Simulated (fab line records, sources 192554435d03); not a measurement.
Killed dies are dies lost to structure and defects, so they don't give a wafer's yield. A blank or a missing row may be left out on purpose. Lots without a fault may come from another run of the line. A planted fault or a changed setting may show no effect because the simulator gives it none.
Chamber matching | flow n5_finfet | N5_BEOL_M12_DESCUM_33 on rie_diel-02: 4 sister chambers
The step chemistry O2, time 7.9 s. 7 wafers are shown with their chamber, then 7 later ones without.

WAFERS WITH THEIR CHAMBER
wafer  | chamber | drypump_motor_current_A (A) | showerhead_plenum_p_Torr (Torr)
L080.3 | 3       | 6.5                         | 2.06
L082.3 | 1       | 5.3                         | 2.08
L084.2 | 0       | 5.5                         | 2.06
L084.3 | 2       | 4.7                         | 2.18
L084.4 | 2       | 4.7                         | 2.18
L086.2 | 0       | 5.5                         | 2.05
L086.4 | 3       | 6.4                         | 2.06

WAFERS WITHOUT THEIR CHAMBER
wafer  | drypump_motor_current_A (A) | showerhead_plenum_p_Torr (Torr)
L086.5 | 5.3                         | 2.07
L090.3 | 6.5                         | 2.05
L090.4 | 4.7                         | 2.17
L090.6 | 6.5                         | 2.05
L093.1 | 5.3                         | 2.07
L093.2 | 6.4                         | 2.05
L093.6 | 6.5                         | 2.05

WHICH CHAMBER EACH WENT THROUGH
wafer  | from the rows above | in truth
L086.5 | 1                   | 1
L090.3 | 3                   | 3
L090.4 | 2                   | 2
L090.6 | 3                   | 3
L093.1 | 1                   | 1
L093.2 | 3                   | 3
L093.6 | 3                   | 3
Placed correctly: 7 of 7. Can't be placed from these rows: 0. Placed wrongly: 0.
How it was worked out, from the rows above alone: a wafer's distance from a chamber is the root of the sum, over the readings, of the square of ((its reading less the chamber's mean) divided by the reading's scatter). The wafer belongs to the nearest chamber; if the next one is less than 2 further off, it can't be placed. A chamber's mean is the mean of its shown wafers. The scatter: the root of (the sum of the squares of (reading less its chamber's mean) over the shown wafers, divided by (wafers less chambers)).
